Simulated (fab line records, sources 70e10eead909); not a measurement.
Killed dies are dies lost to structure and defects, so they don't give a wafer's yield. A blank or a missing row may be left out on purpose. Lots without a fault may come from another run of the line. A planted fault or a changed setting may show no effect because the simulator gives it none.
Tool commonality check | flow nand_harc | 15 lots, 45 wafers sampled

WHY IT WAS OPENED
At NHARC_A_ONON_D1_THK_MEAS_02 the reading thk_nm is flagged on 3 of 15 lots. Wafers without a fault read 1000 nm, standard deviation 9.3.
Rule: a lot is flagged when every wafer of it that has a number lies more than 4 standard deviations from that mean, or none has a number. The other lots count as sound.

lot  | measured     | on            | thk_nm (nm), wafer by wafer | flag
L609 | day 7 22:01  | film_metro-01 | 991 988 989                 |
L610 | day 7 22:04  | film_metro-02 | 1003 1002 1002              |
L611 | day 8 05:22  | film_metro-01 | 1010 1009 1009              |
L612 | day 8 05:23  | film_metro-02 | 1000 1000 1000              |
L613 | day 8 17:04  | film_metro-01 | 996 997 996                 |
L615 | day 8 23:27  | film_metro-01 | 1016 1018 1018              |
L614 | day 8 23:29  | film_metro-02 | 996 997 996                 |
L617 | day 9 13:32  | film_metro-02 | 995 993 993                 |
L618 | day 9 23:34  | film_metro-02 | 998 997 998                 |
L621 | day 10 20:25 | film_metro-02 | 986 987 985                 |
L625 | day 11 13:08 | film_metro-01 | 944 945 946                 | FLAGGED
L624 | day 11 13:10 | film_metro-02 | 1004 1005 1006              |
L626 | day 11 13:29 | film_metro-02 | 938 938 938                 | FLAGGED
L627 | day 12 07:38 | film_metro-01 | 947 944 946                 | FLAGGED
L632 | day 13 12:02 | film_metro-02 | 1016 1015 1016              |
The numbers of the flagged lots are 943 nm on average: -57 nm against the usual, or -6 standard deviations.

WHICH TOOL RAN EACH LOT
The record holds 1 process step before the reading, out of a route of 1159 steps. In each cell: the tool, then ch and the chambers that the sampled wafers went through, then the start.
lot  | flag    | NHARC_A_ONON_D1_DEP_00
L609 |         | pecvd_onon-04 ch 0, day 7 21:31
L610 |         | pecvd_onon-02 ch 0, day 7 21:31
L611 |         | pecvd_onon-02 ch 0, day 8 04:51
L612 |         | pecvd_onon-01 ch 0, day 8 04:56
L613 |         | pecvd_onon-04 ch 0, day 8 16:33
L615 |         | pecvd_onon-01 ch 0, day 8 23:04
L614 |         | pecvd_onon-04 ch 0, day 8 23:02
L617 |         | pecvd_onon-04 ch 0, day 9 13:02
L618 |         | pecvd_onon-04 ch 0, day 9 23:04
L621 |         | pecvd_onon-02 ch 0, day 10 19:55
L625 | FLAGGED | pecvd_onon-02 ch 0, day 11 12:47
L624 |         | pecvd_onon-01 ch 0, day 11 12:38
L626 | FLAGGED | pecvd_onon-02 ch 0, day 11 12:58
L627 | FLAGGED | pecvd_onon-02 ch 0, day 12 07:11
L632 |         | pecvd_onon-01 ch 0, day 13 11:32
What these steps do:
- NHARC_A_ONON_D1_DEP_00: target thk 1000 nm.
- NHARC_A_ONON_D1_THK_MEAS_02: measures by ellipsometry.

FLAGGED OVER TOTAL, TOOL BY TOOL (the gauges that took the reading come last)
step                        | tool          | lots run | flagged | share of the flagged lots | sound lots run after its first flagged lot
NHARC_A_ONON_D1_DEP_00      | pecvd_onon-01 | 4        | 0       | none                      | -
NHARC_A_ONON_D1_DEP_00      | pecvd_onon-02 | 6        | 3       | all                       | 0
NHARC_A_ONON_D1_DEP_00      | pecvd_onon-04 | 5        | 0       | none                      | -
NHARC_A_ONON_D1_THK_MEAS_02 | film_metro-01 | 6        | 2       | some                      | 0
NHARC_A_ONON_D1_THK_MEAS_02 | film_metro-02 | 9        | 1       | some                      | 1 (L632)

WHAT THE TABLE ALLOWS
1 row of the table ran every flagged lot: pecvd_onon-02 at NHARC_A_ONON_D1_DEP_00.
- pecvd_onon-02 at NHARC_A_ONON_D1_DEP_00: 3 of its 6 lots flagged. Its last sound lot is L621 (day 10 19:55), its first flagged lot L625 (day 11 12:47): a fault that began between those two fits.
One tool is left: pecvd_onon-02 at NHARC_A_ONON_D1_DEP_00.

WHAT THE SIMULATOR HAD PUT IN
Process parameter drift: pecvd_onon-02, from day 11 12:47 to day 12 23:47, at NHARC_A_ONON_D1_DEP_00. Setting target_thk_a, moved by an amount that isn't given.
Lots struck among those shown: L625, L626, L627. The rule above found the same.
